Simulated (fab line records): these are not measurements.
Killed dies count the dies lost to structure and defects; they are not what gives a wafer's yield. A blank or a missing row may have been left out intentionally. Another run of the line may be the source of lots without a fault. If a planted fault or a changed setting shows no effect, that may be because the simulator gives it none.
What tool caused it? :: flow n5_finfet :: 21 wafers from 7 lots sampled at 2 of the route's 1938 steps

WHAT THE GAUGES READ, wafer by wafer
N5_BEOL_M2_OVL_MEAS_29.
lot: L182
measured: day 7 06:38
on: overlay-02
V1_OVL (nm): -1.1 -1.1 -0.5

lot: L185
measured: day 8 00:47
on: overlay-02
V1_OVL (nm): 0.5 0.8 0.5

lot: L187
measured: day 8 16:35
on: overlay-02
V1_OVL (nm): - - -

lot: L194
measured: day 10 02:29
on: overlay-01
V1_OVL (nm): 0.1 0.1 -1.1

lot: L195
measured: day 10 22:57
on: overlay-01
V1_OVL (nm): -0.9 -0.4 0.0

lot: L198
measured: day 11 21:21
on: overlay-01
V1_OVL (nm): 0.1 -0.3 0.4

lot: L201
measured: day 12 05:08
on: overlay-02
V1_OVL (nm): -0.7 0.2 -0.4

WHAT TOOL EACH LOT RAN ON (gives the tool, then ch and the chambers of the sampled wafers, and finally the start)
lot: L182
N5_BEOL_M2_EXPOSE_25: euv_scanner-01 ch 0, day 7 06:28

lot: L185
N5_BEOL_M2_EXPOSE_25: euv_scanner-02 ch 0, day 8 00:37

lot: L187
N5_BEOL_M2_EXPOSE_25: euv_scanner-02, day 8 16:25

lot: L194
N5_BEOL_M2_EXPOSE_25: euv_scanner-02 ch 0, day 10 02:19

lot: L195
N5_BEOL_M2_EXPOSE_25: euv_scanner-02 ch 0, day 10 22:47

lot: L198
N5_BEOL_M2_EXPOSE_25: euv_scanner-02 ch 0, day 11 21:11

lot: L201
N5_BEOL_M2_EXPOSE_25: euv_scanner-02 ch 0, day 12 04:58
- N5_BEOL_M2_EXPOSE_25: exposes mask V1, defocus 5 nm.

THE ANSWER, worked out from the rows above alone
Rule: the usual values come from the lots themselves. Put in order of their means at a reading, lots are off if they are a third of the lots or fewer, leave a main group of 4 or more, and stand apart from it by a gap of 3 or more times the standard deviation of the main group's means; of several such gaps the widest counts. The tables above print the reading to a certain number of digits; a main group whose means all agree to those digits is not used. A lot without any number at a reading at which 4 lots or more have one is off too. Any other lot the step has rows for is counted as sound.
Off: at N5_BEOL_M2_OVL_MEAS_29 (V1_OVL), L187. Without a number there: L187. Mean -0.2 nm and standard deviation 0.46 in the main group.
A tool fits if, at a process step before that reading, it ran every lot that is off, and no sound lot after the first of them. The gauges at N5_BEOL_M2_OVL_MEAS_29 are tried like those tools. No candidate that was tried fits.

WHAT WAS PUT IN BY THE SIMULATOR
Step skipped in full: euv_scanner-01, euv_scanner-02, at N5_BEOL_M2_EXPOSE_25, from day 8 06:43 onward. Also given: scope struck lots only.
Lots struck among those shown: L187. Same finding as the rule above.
